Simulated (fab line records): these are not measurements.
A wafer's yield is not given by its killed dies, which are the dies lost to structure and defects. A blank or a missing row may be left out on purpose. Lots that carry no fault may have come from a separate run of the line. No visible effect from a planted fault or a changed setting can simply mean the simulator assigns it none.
fab line records	flow n5-finfet	part 1 of 2: steps 1 to 4 of 6
[record] lots = 23	wafers = 69	last-day = 18
route steps=1938 shown BEOL_M14@1757 BEOL_M15@1774
lots that met no fault: from a run of the same line without faults
start-h: the number of hours between the record's first day and the start of the first shown wafer of the lot	wait-h: hours elapsed since this lot's preceding step	" the same as in the row above	L1.1+2: a single row standing in for several wafers	- no value present, or no start provided	* or withheld: withheld	< > ~ a bound
route shown NAME@n: NAME is a module with steps in the file, n the number in the route of the first one	usual: mean/standard deviation of fault-free wafers	same: alike in all rows	chamber/n: place in a boat	sites: per-site readings	_std_site: the values' standard deviation	_edge_site: outer sites' mean less inner sites'	radius-mm: how far each site lies from the wafer's centre	mask NAME#n: copy n	behind: the tool/chamber that last shaped the wafer	hold: why the lot was held/for how many hours/how that ended	device: transistor that didn't switch, given as n, p or np	end of line: the tests these same wafers got at the end of their route	for a step that has no rows: nothing shown but its recipe	killed: the dies lost at the first sort to structure and to defects; this is not the yield of the wafer	map: shows each die of a wafer: x if killed, . if not, _ if none is there
set.NAME: setting as actually run; set.NAME@STEP: the setting as run at that earlier step	model.NAME: the simulator's own value behind a step, which no gauge read
one table for each step of the route and one row for each wafer, over a sample of lots
services: from which hour (start-h, from the record's first day; less than 0 if before it) a tool's chamber was out of use, for how many hours, and why
[[steps]]
[step N5_BEOL_M14_ETCH_38]
[recipe] chemistry = CF4/N2	target = SiCN	target-depth-a = 1065	taper-deg = 2	time-s = 120.6	ion-energy-ev = 150	mask-material = SiO2	pressure-mtorr = 40	source-w = 430	bias-w = 70	Ar_flow_sccm = 100	cf4-flow-sccm = 60	n2-flow-sccm = 60
[usual] drypump-motor-current-A = 5.6/0.41	mfc-ar-sccm = 100.01/0.28	oes-product-au = 0.81/0.094	rf-fwd-power-W = 428.9/1.3	rf-vpp-V = 381.9/1.9	showerhead-plenum-p-Torr = 2.19/0.073	throttle-valve-pct = 15.38/0.23
lot.wafer	tool	chamber	start-h	wait-h	drypump-motor-current-A	mfc-ar-sccm	oes-product-au	rf-fwd-power-W	rf-hours-counter-h	rf-vpp-V	showerhead-plenum-p-Torr	throttle-valve-pct
L074.3	rie-diel-05	3	-	-	5.2	99.57	0.84	427.3	74	380.0	2.16	15.33
L074.4	"	3	"	"	5.2	99.97	0.83	427.5	-	382.2	2.16	15.32
L074.5	"	1	"	"	5.3	100.45	0.82	429.9	-	384.6	2.31	15.21
L076.2	rie-diel-06	3	-	-	5.4	100.01	0.71	427.0	205	383.3	2.29	15.50
L076.4	"	0	"	"	5.5	100.50	0.76	430.4	178	380.4	2.11	15.62
L076.5	"	1	"	"	5.5	99.87	0.88	430.7	-	381.2	2.16	15.26
L078.1	rie-diel-01	1	-	-	6.0	99.73	0.69	430.1	241	378.8	2.11	15.77
L078.2	"	3	"	"	6.6	100.34	0.66	428.9	243	383.3	2.25	15.26
L078.4	"	1	"	"	6.0	100.02	0.69	430.5	-	378.3	2.11	15.80
L075.3	rie-diel-05	2	-	-	5.1	99.79	0.68	428.4	216	382.8	2.28	15.55
L075.4	"	1	"	"	5.3	100.12	0.81	427.9	117	385.6	2.30	15.24
L075.6	"	0	"	"	5.4	100.15	0.96	428.7	-	381.6	2.17	15.16
L081.2	rie-diel-06	3	-	-	5.4	100.66	0.70	427.6	210	384.2	2.29	15.50
L081.4	"	2	"	"	5.8	99.69	0.84	427.5	107	380.9	2.13	15.44
L081.6	"	3	"	"	5.5	100.06	0.70	429.1	-	384.7	2.29	15.50
L077.4	rie-diel-06	0	-	-	5.6	100.04	0.75	429.6	185	379.6	2.11	15.64
L077.5	"	2	"	"	5.8	99.85	0.83	429.0	-	381.4	2.13	15.42
L077.6	"	1	"	"	5.5	100.09	0.86	430.7	-	379.8	2.16	15.29
L080.2	rie-diel-05	3	-	-	5.2	100.07	0.80	429.3	88	382.2	2.15	15.35
L080.5	"	2	"	"	5.1	99.63	0.68	428.2	-	383.4	2.28	15.55
L080.6	"	3	"	"	5.2	99.97	0.80	428.6	-	380.8	2.15	15.37
L079.1	rie-diel-06	1	-	-	5.6	100.03	0.87	429.9	55	381.9	2.16	15.28
L079.5	"	1	"	"	5.6	99.87	0.87	431.5	-	381.2	2.16	15.30
L079.6	"	0	"	"	5.5	100.27	0.76	430.0	-	380.2	2.11	15.66
L083.1	rie-diel-01	1	-	-	6.0	100.15	0.68	429.0	261	378.9	2.10	15.81
L083.2	"	0	"	"	5.2	100.09	0.96	430.2	8	383.9	2.24	15.15
L083.5	"	0	"	"	5.2	100.07	0.96	429.2	-	384.2	2.24	15.15
L084.1	rie-diel-01	1	-	-	6.1	100.54	0.68	428.8	261	378.8	2.10	15.81
L084.4	"	3	"	"	6.6	100.10	1.00	431.1	-	383.8	2.25	14.80
L084.5	"	0	"	"	5.2	100.08	0.96	427.3	-	382.5	2.24	15.15
L086.3	rie-diel-05	0	-	-	5.4	100.40	0.93	428.4	20	381.0	2.16	15.19
L086.4	"	3	"	"	5.2	99.86	0.80	426.9	99	380.4	2.15	15.39
L086.5	"	0	"	"	5.4	99.82	0.92	429.3	-	382.3	2.16	15.18
L082.2	rie-diel-05	1	-	-	5.3	99.86	0.80	428.0	133	384.5	2.30	15.24
L082.3	"	0	"	"	5.4	100.40	0.93	428.1	22	381.6	2.16	15.19
L082.4	"	3	"	"	5.2	100.29	0.79	428.5	102	379.7	2.15	15.40
L088.1	rie-diel-06	3	-	-	5.5	100.01	0.69	425.4	228	384.0	2.28	15.54
L088.2	"	1	"	"	5.5	99.97	0.86	427.8	67	380.6	2.15	15.33
L088.3	"	2	"	"	5.8	99.72	0.82	430.4	123	379.7	2.13	15.48
L085.2	rie-diel-05	0	-	-	5.4	100.10	0.90	428.6	24	381.5	2.16	15.17
L085.4	"	1	"	"	5.3	99.49	0.80	429.9	-	386.2	2.30	15.26
L085.5	"	0	"	"	5.4	99.72	0.91	430.2	-	381.4	2.16	15.18
L087.2	rie-diel-06	2	-	-	5.8	99.98	0.82	429.6	126	380.8	2.12	15.45
L087.4	"	0	"	"	5.5	99.97	0.74	429.3	206	379.6	2.10	15.69
L087.5	"	0	"	"	5.5	99.50	0.74	430.3	-	380.4	2.10	15.68
L089.4	rie-diel-06	0	-	-	5.5	99.88	0.74	427.5	207	379.1	2.10	15.66
L089.5	"	3	"	"	5.5	99.83	0.68	428.0	-	383.6	2.28	15.54
L089.6	"	0	"	"	5.5	100.23	0.74	426.8	-	379.0	2.10	15.67
L090.2	rie-diel-01	1	-	-	6.0	99.95	0.67	429.8	272	378.9	2.09	15.84
L090.3	"	3	"	"	6.6	99.95	0.94	428.3	11	382.3	2.24	14.83
L090.6	"	3	"	"	6.6	100.04	0.95	426.6	-	383.0	2.24	14.83
L091.1	rie-diel-06	0	-	-	5.5	99.65	0.74	429.4	212	379.9	2.10	15.68
L091.3	"	2	"	"	5.8	99.55	0.82	430.2	132	378.6	2.12	15.48
L091.6	"	3	"	"	5.4	99.78	0.70	427.7	-	383.6	2.28	15.56
L092.1	rie-diel-01	2	-	-	5.3	99.75	0.77	430.0	142	381.8	2.21	15.22
L092.4	"	3	"	"	6.6	100.27	0.92	429.4	-	382.6	2.24	14.85
L092.5	"	2	"	"	5.3	100.15	0.78	430.8	-	383.8	2.21	15.25
L093.2	rie-diel-06	3	-	-	5.5	99.73	0.69	427.8	247	382.0	2.27	15.57
L093.3	"	1	"	"	5.6	99.67	0.83	428.1	85	380.7	2.15	15.35
L093.6	"	1	"	"	5.6	99.67	0.83	430.0	-	380.5	2.15	15.35
L097.2	rie-diel-06	1	-	-	5.6	99.65	0.83	429.8	87	380.3	2.15	15.35
L097.3	"	3	"	"	5.5	100.48	0.69	427.3	249	382.5	2.27	15.60
L097.5	"	1	"	"	5.6	99.71	0.83	428.5	-	381.7	2.15	15.35
L094.1	rie-diel-05	3	-	-	5.2	99.59	0.77	427.3	124	379.3	2.14	15.45
L094.4	"	1	"	"	5.3	100.39	0.77	427.5	-	384.8	2.29	15.30
L094.5	"	3	"	"	5.2	99.95	0.77	429.0	-	379.0	2.14	15.45
L095.1	rie-diel-05	3	-	-	5.2	100.13	0.76	429.9	130	378.9	2.14	15.46
L095.3	"	1	"	"	5.3	100.06	0.76	427.5	167	384.6	2.29	15.31
L095.5	"	2	"	"	5.1	100.12	0.94	427.8	-	384.0	2.26	15.14
[step N5_BEOL_M14_CMP_49]
[recipe] stop-on = SiO2	t-overpolish-s = 5.2	down-force-psi = 2	platen-rpm = 80	clearing-platen-down-force-psi = 2	clearing-platen-rpm = 80	post-cmp-clean = cu-alkaline	target-thk-nm = 560	clearing-platen-pad-velocity-m-s = 1.5917	pad-velocity-m-s = 1.5917
[usual] barrier-field-endpoint-s = 11.6/0.3	motor-current-A = 7.7/0.76	overpolish-run-s = 5.200/0.0082	time-to-endpoint-s = 124/5
lot.wafer	tool	chamber	start-h	wait-h	barrier-field-endpoint-s	motor-current-A	overpolish-run-s	time-to-endpoint-s
L074.3	cmp-01	2	257.75	0.2	12.3	8.0	5.203	135
L074.4	"	0	"	"	11.9	7.0	5.200	128
L074.5	"	2	"	"	12.1	7.8	5.203	132
L076.2	cmp-02	1	275.36	0.2	11.4	8.5	5.217	119
L076.4	"	3	"	"	11.2	6.1	5.205	116
L076.5	"	0	"	"	11.9	7.1	5.190	124
L078.4	cmp-01	3	281.30	0.1	11.4	8.5	5.187	124
L078.1	"	0	"	"	11.4	7.0	5.205	124
L078.2	"	1	"	"	11.8	6.6	5.212	130
L075.3	cmp-04	2	285.03	0.2	11.6	8.7	5.205	127
L075.4	"	3	"	"	11.5	8.1	5.192	125
L075.6	"	2	"	"	11.8	8.5	5.198	129
L081.4	cmp-01	0	285.92	0.2	11.5	6.7	5.205	121
L081.2	"	1	"	"	11.8	7.0	5.188	126
L081.6	"	2	"	"	11.5	8.1	5.199	126
L077.4	cmp-04	0	289.57	0.2	11.8	8.2	5.202	123
L077.5	"	1	"	"	11.1	8.2	5.197	114
L077.6	"	2	"	"	11.9	8.2	5.197	125
L080.2	cmp-04	0	295.37	0.2	11.2	7.9	5.205	121
L080.6	"	0	"	"	11.2	7.8	5.193	120
L080.5	"	1	"	"	10.9	7.7	5.212	114
L079.1	cmp-04	2	303.16	0.3	11.6	8.0	5.216	127
L079.5	"	1	"	"	10.9	8.0	5.206	112
L079.6	"	2	"	"	11.5	8.5	5.198	124
L083.2	cmp-02	3	322.78	0.4	11.6	6.3	5.199	126
L083.1	"	0	"	"	11.8	6.8	5.195	132
L083.5	"	0	"	"	12.0	7.0	5.195	133
L084.1	cmp-01	0	324.25	0.3	11.7	6.7	5.193	122
L084.4	"	1	"	"	12.0	6.4	5.198	127
L084.5	"	1	"	"	11.8	6.9	5.199	131
L086.3	cmp-02	3	326.15	0.2	11.3	6.1	5.196	124
L086.4	"	0	"	"	11.7	7.4	5.193	128
L086.5	"	0	"	"	11.6	7.5	5.211	128
L082.2	cmp-04	3	331.43	0.2	11.6	7.8	5.197	127
L082.4	"	0	"	"	11.2	8.1	5.203	122
L082.3	"	1	"	"	11.1	8.0	5.194	115
L088.1	cmp-01	1	331.58	0.3	11.7	6.5	5.208	123
L088.3	"	2	"	"	11.8	7.8	5.208	122
L088.2	"	3	"	"	11.5	9.2	5.191	120
L085.4	cmp-02	3	337.07	0.1	10.9	6.5	5.204	119
L085.2	"	2	"	"	11.3	8.0	5.215	119
L085.5	"	3	"	"	11.3	6.2	5.187	121
L087.4	cmp-02	3	345.95	0.1	11.3	6.5	5.201	125
L087.2	"	2	"	"	11.2	8.0	5.204	122
L087.5	"	3	"	"	11.3	6.3	5.190	122
L089.4	cmp-01	0	348.62	0.2	11.4	6.6	5.193	125
L089.6	"	1	"	"	11.9	6.9	5.195	129
L089.5	"	2	"	"	11.8	7.9	5.212	132
L090.2	cmp-02	2	348.83	0.3	11.8	8.7	5.186	123
L090.3	"	3	"	"	11.5	6.0	5.188	120
L090.6	"	1	"	"	11.6	8.3	5.200	125
L091.1	cmp-02	2	362.23	0.3	11.7	8.1	5.199	129
L091.3	"	3	"	"	11.4	6.2	5.203	126
L091.6	"	1	"	"	11.9	8.4	5.204	134
L092.4	cmp-01	2	371.57	0.1	11.5	7.8	5.206	125
L092.1	"	3	"	"	11.4	8.4	5.212	121
L092.5	"	2	"	"	11.5	8.3	5.208	128
L093.3	cmp-02	0	386.37	0.2	12.0	6.9	5.197	131
L093.2	"	2	"	"	11.8	7.9	5.201	128
L093.6	"	0	"	"	12.4	7.2	5.213	133
L097.2	cmp-04	3	393.09	0.2	12.1	7.7	5.212	128
L097.3	"	1	"	"	11.2	7.9	5.206	112
L097.5	"	2	"	"	11.7	8.3	5.194	129
L094.4	cmp-01	1	401.33	0.1	11.6	6.8	5.205	123
L094.1	"	0	"	"	11.5	7.2	5.193	119
L094.5	"	2	"	"	11.7	7.9	5.205	125
L095.3	cmp-01	1	421.53	0.2	11.7	6.3	5.206	127
L095.1	"	0	"	"	11.6	7.1	5.197	123
L095.5	"	2	"	"	12.0	8.0	5.200	129
[step N5_BEOL_M15_THK_MEAS_01]
[recipe] reads = SiO2_of_BEOL_M15_ILD_DEP_00
[usual] M15_ILD_THK = 1637/29
lot.wafer	tool	chamber	start-h	wait-h	M15_ILD_THK[nm]
L074.3	film-metro-01	-	258.49	0.1	1563
L074.4	"	-	"	"	1634
L074.5	"	-	"	"	1613
L076.2	film-metro-01	-	276.06	0.1	1630
L076.4	"	-	"	"	1607
L076.5	"	-	"	"	1649
L078.1	film-metro-01	-	282.15	0.2	1588
L078.2	"	-	"	"	1609
L078.4	"	-	"	"	1647
L075.3	film-metro-01	-	285.73	0.1	1630
L075.4	"	-	"	"	1614
L075.6	"	-	"	"	1666
L081.2	film-metro-02	-	286.59	0.1	1624
L081.4	"	-	"	"	1706
L081.6	"	-	"	"	1685
L077.4	film-metro-02	-	290.20	0.0	1637
L077.5	"	-	"	"	1680
L077.6	"	-	"	"	1614
L080.2	film-metro-02	-	296.10	0.1	1648
L080.5	"	-	"	"	1634
L080.6	"	-	"	"	1679
L079.1	film-metro-02	-	303.86	0.1	1589
L079.5	"	-	"	"	1660
L079.6	"	-	"	"	1613
L083.1	film-metro-02	-	323.51	0.1	1620
L083.2	"	-	"	"	1619
L083.5	"	-	"	"	1632
L084.1	film-metro-01	-	324.99	0.1	1639
L084.4	"	-	"	"	1718
L084.5	"	-	"	"	1636
L086.3	film-metro-01	-	326.89	0.1	1654
L086.4	"	-	"	"	1680
L086.5	"	-	"	"	1671
L082.2	film-metro-02	-	332.16	0.1	1632
L082.3	"	-	"	"	1585
L082.4	"	-	"	"	1623
L088.1	film-metro-02	-	332.32	0.1	1610
L088.2	"	-	"	"	1632
L088.3	"	-	"	"	1657
L085.2	film-metro-02	-	337.81	0.1	1635
L085.4	"	-	"	"	1653
L085.5	"	-	"	"	1677
L087.2	film-metro-01	-	346.69	0.1	1616
L087.4	"	-	"	"	1643
L087.5	"	-	"	"	1634
L089.4	film-metro-01	-	349.24	0.0	1662
L089.5	"	-	"	"	1643
L089.6	"	-	"	"	1633
L090.2	film-metro-01	-	349.52	0.1	1628
L090.3	"	-	"	"	1619
L090.6	"	-	"	"	1635
L091.1	film-metro-02	-	362.89	0.1	1608
L091.3	"	-	"	"	1658
L091.6	"	-	"	"	1626
L092.1	film-metro-02	-	372.30	0.1	1627
L092.4	"	-	"	"	1617
L092.5	"	-	"	"	1699
L093.2	film-metro-02	-	387.11	0.1	1595
L093.3	"	-	"	"	1651
L093.6	"	-	"	"	1628
L097.2	film-metro-02	-	393.79	0.1	1639
L097.3	"	-	"	"	1590
L097.5	"	-	"	"	1626
L094.1	film-metro-01	-	402.10	0.1	1624
L094.4	"	-	"	"	1642
L094.5	"	-	"	"	1672
L095.1	film-metro-02	-	422.27	0.1	1625
L095.3	"	-	"	"	1651
L095.5	"	-	"	"	1688
[step N5_BEOL_M15_ETCH_61]
[recipe] chemistry = N2/H2	target = BARC	target-depth-a = 890	overetch-a = 267	time-s = 67.9	ion-energy-ev = 200	pressure-mtorr = 30	source-w = 840	bias-w = 150	n2-flow-sccm = 200	h2-flow-sccm = 200
[usual] drypump-motor-current-A = 5.6/0.38	oes-product-au = 0.67/0.078	rf-fwd-power-W = 833/3.6	rf-vpp-V = 524.1/2.2	showerhead-plenum-p-Torr = 2.56/0.069	throttle-valve-pct = 17.94/0.29
lot.wafer	tool	chamber	start-h	wait-h	drypump-motor-current-A	oes-product-au	rf-fwd-power-W	rf-hours-counter-h	rf-vpp-V	showerhead-plenum-p-Torr	throttle-valve-pct
L074.3	rie-diel-04	3	260.87	0.0	5.2	0.59	827	222	526.4	2.64	18.14
L074.4	"	0	"	"	6.0	0.60	828	238	526.2	2.63	18.29
L074.5	"	3	"	"	5.2	0.59	829	-	527.2	2.64	18.15
L076.2	rie-diel-04	1	278.16	0.0	5.7	0.58	840	235	523.9	2.53	18.56
L076.4	"	3	"	"	5.2	0.59	830	227	526.5	2.63	18.15
L076.5	"	1	"	"	5.8	0.59	835	-	523.5	2.53	18.56
L078.1	rie-diel-04	1	284.16	0.0	5.8	0.58	836	236	521.8	2.53	18.57
L078.2	"	3	"	"	5.2	0.59	833	228	526.8	2.63	18.16
L078.4	"	0	"	"	6.0	0.59	830	244	525.6	2.63	18.30
L075.3	rie-diel-04	2	288.36	0.0	5.6	0.67	834	112	527.3	2.67	17.78
L075.4	"	0	"	"	6.0	0.59	829	245	524.4	2.63	18.30
L075.6	"	0	"	"	6.0	0.60	825	-	526.0	2.63	18.30
L081.2	rie-diel-03	1	288.67	0.0	4.9	0.74	834	45	522.1	2.49	17.96
L081.4	"	2	"	"	5.6	0.69	834	109	523.8	2.54	17.49
L081.6	"	1	"	"	4.9	0.74	832	-	521.7	2.49	17.98
L077.4	rie-diel-03	0	292.25	0.0	5.6	0.75	833	41	523.7	2.48	17.51
L077.5	"	3	"	"	6.0	0.64	832	-	523.4	2.53	18.08
L077.6	"	2	"	"	5.7	0.70	830	-	522.9	2.54	17.49
L080.2	rie-diel-04	2	298.27	0.0	5.6	0.67	836	115	528.3	2.67	17.80
L080.5	"	1	"	"	5.7	0.58	834	-	522.0	2.53	18.58
L080.6	"	2	"	"	5.6	0.67	833	-	527.9	2.67	17.79
L079.1	rie-diel-04	3	305.88	0.0	5.2	0.58	830	236	522.9	2.63	18.19
L079.5	"	1	"	"	5.8	0.58	839	-	522.4	2.53	18.58
L079.6	"	2	"	"	5.6	0.67	835	-	528.8	2.67	17.80
L083.1	rie-diel-03	2	325.65	0.0	5.6	0.68	833	121	524.3	2.53	17.52
L083.2	"	3	"	"	6.0	0.64	838	189	523.9	2.53	18.09
L083.5	"	1	"	"	4.9	0.73	833	-	522.1	2.48	18.00
L084.1	rie-diel-03	2	327.00	0.0	5.6	0.69	830	121	524.8	2.53	17.52
L084.4	"	1	"	"	4.9	0.73	834	55	521.5	2.48	17.99
L084.5	"	2	"	"	5.6	0.68	830	-	524.7	2.53	17.52
L086.3	rie-diel-02	3	328.99	0.0	5.1	0.79	828	19	522.2	2.50	17.68
L086.4	"	3	"	"	5.1	0.78	825	-	521.2	2.50	17.69
L086.5	"	2	"	"	5.4	0.60	834	-	526.4	2.61	17.67
L082.2	rie-diel-02	2	334.30	0.0	5.4	0.60	836	211	524.7	2.61	17.68
L082.3	"	1	"	"	6.5	0.60	831	243	523.2	2.49	18.02
L082.4	"	3	"	"	5.1	0.78	831	21	521.9	2.50	17.68
L088.1	rie-diel-02	2	334.79	0.0	5.4	0.61	833	211	525.6	2.61	17.67
L088.2	"	3	"	"	5.1	0.79	832	21	522.2	2.50	17.67
L088.3	"	1	"	"	6.5	0.60	835	243	522.0	2.50	18.02
L085.2	rie-diel-04	2	339.91	0.0	5.6	0.66	835	132	526.2	2.66	17.85
L085.4	"	0	"	"	6.0	0.82	830	-	525.3	2.62	17.93
L085.5	"	2	"	"	5.6	0.66	839	-	527.5	2.66	17.83
L087.2	rie-diel-02	2	348.77	0.0	5.4	0.60	830	217	525.6	2.61	17.68
L087.4	"	3	"	"	5.1	0.77	829	-	522.1	2.50	17.70
L087.5	"	2	"	"	5.4	0.60	829	-	526.4	2.61	17.68
L089.4	rie-diel-04	0	351.65	0.0	6.0	0.80	829	-	526.2	2.62	17.94
L089.5	"	3	"	"	5.2	0.57	833	-	524.8	2.62	18.20
L089.6	"	2	"	"	5.6	0.66	836	-	526.5	2.66	17.84
L090.2	rie-diel-04	3	351.87	0.0	5.2	0.57	829	256	525.8	2.62	18.21
L090.3	"	2	"	"	5.6	0.65	839	138	526.3	2.66	17.85
L090.6	"	3	"	"	5.2	0.57	833	-	526.5	2.62	18.21
L091.1	rie-diel-04	2	365.37	0.0	5.6	0.65	838	142	526.1	2.66	17.86
L091.3	"	1	"	"	5.8	0.83	839	4	523.5	2.52	18.10
L091.6	"	1	"	"	5.7	0.84	837	-	522.2	2.52	18.11
L092.1	rie-diel-03	2	374.57	0.0	5.6	0.67	831	133	523.8	2.53	17.55
L092.4	"	3	"	"	6.0	0.64	834	202	523.1	2.52	18.12
L092.5	"	3	"	"	6.0	0.64	836	-	523.5	2.52	18.10
L093.2	rie-diel-02	3	389.53	0.0	5.0	0.74	821	42	520.6	2.49	17.73
L093.3	"	0	"	"	5.6	0.64	832	164	519.9	2.44	18.09
L093.6	"	1	"	"	6.6	0.82	832	-	521.9	2.49	17.64
L097.2	rie-diel-04	2	395.94	0.0	5.6	0.65	836	151	526.1	2.65	17.85
L097.3	"	1	"	"	5.7	0.81	832	13	522.0	2.52	18.13
L097.5	"	0	"	"	6.0	0.77	829	-	524.8	2.61	17.97
L094.1	rie-diel-02	2	404.37	0.0	5.4	0.60	833	236	526.6	2.60	17.71
L094.4	"	1	"	"	6.5	0.80	835	7	523.3	2.49	17.63
L094.5	"	3	"	"	5.1	0.74	828	-	522.0	2.49	17.74
L095.1	rie-diel-03	1	424.57	0.0	4.9	0.71	832	79	522.3	2.47	18.03
L095.3	"	0	"	"	5.6	0.71	836	78	520.7	2.47	17.57
L095.5	"	2	"	"	5.6	0.66	832	-	524.6	2.52	17.57
